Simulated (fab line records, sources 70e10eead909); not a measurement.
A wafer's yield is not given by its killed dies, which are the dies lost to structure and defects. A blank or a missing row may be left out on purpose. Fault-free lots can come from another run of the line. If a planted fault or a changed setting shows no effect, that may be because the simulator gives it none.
Chamber matching :: flow nand harc :: rie diel-03 running NHARC_P_CONTACT_STRIP_28: 4 sister chambers
The step strips in O2. 8 wafers are shown with their chamber, then 10 later ones without.

== WAFERS PAIRED WITH THEIR CHAMBERS ==
wafer: L078.6
chamber: 0
showerhead plenum p Torr (Torr): 3.50
drypump motor current A (A): 5.6

wafer: L079.5
chamber: 1
showerhead plenum p Torr (Torr): 3.49
drypump motor current A (A): 5.5

wafer: L080.2
chamber: 1
showerhead plenum p Torr (Torr): 3.49
drypump motor current A (A): 5.5

wafer: L085.1
chamber: 2
showerhead plenum p Torr (Torr): 3.68
drypump motor current A (A): 4.9

wafer: L085.2
chamber: 0
showerhead plenum p Torr (Torr): 3.50
drypump motor current A (A): 5.6

wafer: L085.3
chamber: 3
showerhead plenum p Torr (Torr): 3.78
drypump motor current A (A): 4.8

wafer: L090.1
chamber: 3
showerhead plenum p Torr (Torr): 3.78
drypump motor current A (A): 4.9

wafer: L090.3
chamber: 2
showerhead plenum p Torr (Torr): 3.67
drypump motor current A (A): 4.9

== WAFERS WITHOUT THEIR CHAMBER ==
wafer: L090.4
showerhead plenum p Torr (Torr): 3.68
drypump motor current A (A): 4.9

wafer: L094.1
showerhead plenum p Torr (Torr): 3.78
drypump motor current A (A): 4.9

wafer: L094.3
showerhead plenum p Torr (Torr): 3.67
drypump motor current A (A): 4.9

wafer: L094.5
showerhead plenum p Torr (Torr): 3.49
drypump motor current A (A): 5.6

wafer: L096.3
showerhead plenum p Torr (Torr): 3.49
drypump motor current A (A): 5.5

wafer: L096.4
showerhead plenum p Torr (Torr): 3.67
drypump motor current A (A): 4.9

wafer: L096.6
showerhead plenum p Torr (Torr): 3.49
drypump motor current A (A): 5.6

wafer: L095.2
showerhead plenum p Torr (Torr): 3.67
drypump motor current A (A): 4.9

wafer: L095.3
showerhead plenum p Torr (Torr): 3.49
drypump motor current A (A): 5.5

wafer: L095.5
showerhead plenum p Torr (Torr): 3.67
drypump motor current A (A): 4.9

== WHICH CHAMBER EACH ONE RAN IN ==
wafer: L090.4
from the rows above: 2
in truth: 2

wafer: L094.1
from the rows above: 3
in truth: 3

wafer: L094.3
from the rows above: 2
in truth: 2

wafer: L094.5
from the rows above: can't be placed: 0 or 1
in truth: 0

wafer: L096.3
from the rows above: 1
in truth: 1

wafer: L096.4
from the rows above: 2
in truth: 2

wafer: L096.6
from the rows above: can't be placed: 0 or 1
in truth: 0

wafer: L095.2
from the rows above: 2
in truth: 2

wafer: L095.3
from the rows above: 1
in truth: 1

wafer: L095.5
from the rows above: 2
in truth: 2
Correctly placed: 8 of 10. Unplaceable from these rows: 2, with the true chamber sitting among the candidates in 2. 0 placed wrongly.
How it was worked out, from the rows above alone: a wafer's distance from a chamber is the root of the sum, over the readings, of the square of ((its reading less the chamber's mean) divided by the reading's scatter). The wafer belongs to the nearest chamber; if the next one is less than 2 further off, it can't be placed. For every chamber, the mean is computed from those of its wafers that are shown. The scatter is the square root of a quotient: the sum, over the shown wafers, of each reading's squared deviation from its chamber's mean, divided by wafers minus chambers.
